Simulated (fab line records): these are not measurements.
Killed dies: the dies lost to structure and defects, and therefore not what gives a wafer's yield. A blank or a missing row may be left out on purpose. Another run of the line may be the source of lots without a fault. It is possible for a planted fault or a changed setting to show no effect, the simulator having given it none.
Chamber matching | flow n5Finfet | 4 sister chambers for N5_BEOL_M0_ETCH_109 on rieDiel-03
The step etches SiCN in CH3F/O2, target depth 8 nm, overetch 2.4 nm, time 27.4 s. 24 wafers are shown with their chamber, then 12 later ones without.

## WAFERS WITH THEIR CHAMBER
wafer  | chamber | showerheadPlenumPTorr (Torr) | throttleValvePct (%) | drypumpMotorCurrentA (A)
L074.1 | 2       | 1.98                         | 16.38                | 6.3
L074.4 | 0       | 2.07                         | 16.86                | 5.3
L074.6 | 1       | 2.02                         | 16.16                | 5.8
L077.1 | 3       | 2.01                         | 16.31                | 5.1
L077.2 | 2       | 1.98                         | 16.39                | 6.2
L077.4 | 1       | 2.02                         | 16.17                | 5.8
L080.2 | 3       | 2.00                         | 16.35                | 5.2
L080.3 | 2       | 1.98                         | 16.40                | 6.3
L080.4 | 1       | 2.01                         | 16.18                | 5.8
L082.3 | 3       | 2.00                         | 16.36                | 5.1
L082.4 | 1       | 2.01                         | 16.18                | 5.7
L082.6 | 2       | 1.98                         | 16.41                | 6.3
L083.2 | 3       | 2.00                         | 16.34                | 5.2
L083.5 | 3       | 2.00                         | 16.34                | 5.2
L083.6 | 2       | 1.98                         | 16.42                | 6.3
L084.1 | 3       | 2.00                         | 16.37                | 5.1
L084.3 | 2       | 1.98                         | 16.41                | 6.3
L084.5 | 0       | 2.07                         | 16.89                | 5.3
L086.1 | 3       | 2.00                         | 16.37                | 5.1
L086.2 | 0       | 2.07                         | 16.90                | 5.3
L086.3 | 2       | 1.98                         | 16.43                | 6.3
L087.1 | 1       | 2.01                         | 16.20                | 5.8
L087.2 | 2       | 1.98                         | 16.43                | 6.3
L087.5 | 1       | 2.01                         | 16.19                | 5.8

SIGNATURES (means of the wafers above)
reading               | chamber 0 | chamber 1 | chamber 2 | chamber 3 | scatter within a chamber
showerheadPlenumPTorr | 2.0700    | 2.0133    | 1.9800    | 2.0014    | 0.00331
throttleValvePct      | 16.8833   | 16.1800   | 16.4088   | 16.3486   | 0.0185
drypumpMotorCurrentA  | 5.300     | 5.783     | 6.287     | 5.143     | 0.0414
Rule: a wafer's distance from a chamber is the root of the sum, over the readings, of the square of ((its reading less the chamber's mean) divided by the reading's scatter). If the next closest chamber is less than 2 further off than the closest, the wafer can't be placed; otherwise it belongs to the closest. How the scatter is found: for the shown wafers, subtract from each reading the mean of its chamber, square and add these, divide the total by (wafers less chambers), then take the root.

## WAFERS MISSING THEIR CHAMBER
wafer  | showerheadPlenumPTorr (Torr) | throttleValvePct (%) | drypumpMotorCurrentA (A)
L093.2 | 2.06                         | 16.43                | 5.3
L093.4 | 1.99                         | 16.39                | 5.2
L093.6 | 1.97                         | 16.46                | 6.3
L076.2 | 2.06                         | 16.43                | 5.3
L076.3 | 1.99                         | 16.39                | 5.1
L076.5 | 2.00                         | 16.22                | 5.8
L094.4 | 2.06                         | 16.45                | 5.3
L094.5 | 2.06                         | 16.44                | 5.3
L094.6 | 2.00                         | 16.24                | 5.8
L096.1 | 2.00                         | 16.26                | 5.8
L096.3 | 2.06                         | 16.45                | 5.3
L096.4 | 2.06                         | 16.43                | 5.3

## WHICH CHAMBER EACH WENT THROUGH
wafer  | from the rows above | in truth
L093.2 | 3                   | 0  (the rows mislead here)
L093.4 | 3                   | 3
L093.6 | 2                   | 2
L076.2 | 3                   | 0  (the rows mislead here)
L076.3 | 3                   | 3
L076.5 | 1                   | 1
L094.4 | 3                   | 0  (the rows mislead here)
L094.5 | 3                   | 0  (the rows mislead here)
L094.6 | 1                   | 1
L096.1 | 1                   | 1
L096.3 | 3                   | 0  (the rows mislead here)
L096.4 | 3                   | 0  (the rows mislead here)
6 of 12 placed correctly. From these rows, 0 cannot be placed. Number placed wrongly: 6.
